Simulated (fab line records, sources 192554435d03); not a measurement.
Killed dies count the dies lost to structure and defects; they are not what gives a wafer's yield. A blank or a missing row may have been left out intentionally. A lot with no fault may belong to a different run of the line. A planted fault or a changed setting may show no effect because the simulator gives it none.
Which tool did it? -- flow n5 finfet -- 11 lots, 30 wafers sampled, at 2 steps of a route of 1938

WHAT THE GAUGES SHOWED, per wafer
N5_BEOL_M10_CD_MEAS_28 targets a cd of 70 nm.
lot,measured,on,cd nm (nm)
L387,day 10 20:21,cd sem-02,68.1 70.9 68.7
L386,day 10 20:31,cd sem-01,67.8 72.0 68.8
L390,day 11 14:40,cd sem-01,66.6 67.8 70.3
L391,day 11 20:49,cd sem-03,71.4 73.3 72.7
L396,day 13 04:08,cd sem-03,71.2 71.8
L399,day 13 14:25,cd sem-03,70.4 69.9
L404,day 14 23:20,cd sem-02,71.6 72.2
L401,day 14 23:34,cd sem-03,70.6 70.9 72.1
L403,day 15 01:46,cd sem-03,69.9 71.0 71.3
L407,day 16 01:10,cd sem-02,70.3 72.8 71.3
L408,day 16 01:20,cd sem-01,69.1 70.0 70.6

N5_BEOL_M10_OVL_MEAS_29.
lot,measured,on,V9_OVL (nm)
L387,day 10 20:24,overlay-01,0.4 0.2 0.4
L386,day 10 20:33,overlay-01,2.3 1.9 0.8
L390,day 11 14:42,overlay-01,1.7 0.4 0.9
L391,day 11 20:51,overlay-02,-0.3 -0.2 1.0
L396,day 13 04:10,overlay-01,0.2 0.5
L399,day 13 14:27,overlay-01,0.6 1.9
L404,day 14 23:22,overlay-01,-0.7 -0.2
L401,day 14 23:36,overlay-01,-0.6 -0.3 0.2
L403,day 15 01:48,overlay-01,0.8 0.5 1.1
L407,day 16 01:11,overlay-02,1.8 0.4 0.9
L408,day 16 01:22,overlay-02,1.1 -0.2 0.2

EACH LOT AND THE TOOL THAT RAN IT (in order: tool; ch and the chambers of the sampled wafers; start)
No process step before these readings appears in the record.

AS READ BY THE TOOLS THEMSELVES (means over the sampled wafers that have a number; for cases with no such wafer, the mark the record gives instead)
The record holds no such reading with a usual standard deviation.

THE ANSWER, worked out from the rows above alone
Rule: the lots themselves supply what counts as usual. The widest of any qualifying gaps counts: lots, ordered by their means at a reading, are off when they make up no more than a third of the lots, leave a main group of 4 or more, and stand apart from it by 3 or more times the standard deviation of that group's means. A main group whose means are all the same, to the digits that the tables above print for the reading, isn't used. A lot without any number at a reading at which 4 lots or more have one is off too. The other lots that the step has rows for count as sound. The gauges are gone through in route order, then the tools' own readings, and for those a lot's mean is taken as printed above. At the first step where some lot is off, the reading lying furthest off is the one used; lots without a number count as furthest.
No lot is off on any of the readings shown, so nothing can be concluded from this.

WHAT HAD BEEN PUT IN BY THE SIMULATOR
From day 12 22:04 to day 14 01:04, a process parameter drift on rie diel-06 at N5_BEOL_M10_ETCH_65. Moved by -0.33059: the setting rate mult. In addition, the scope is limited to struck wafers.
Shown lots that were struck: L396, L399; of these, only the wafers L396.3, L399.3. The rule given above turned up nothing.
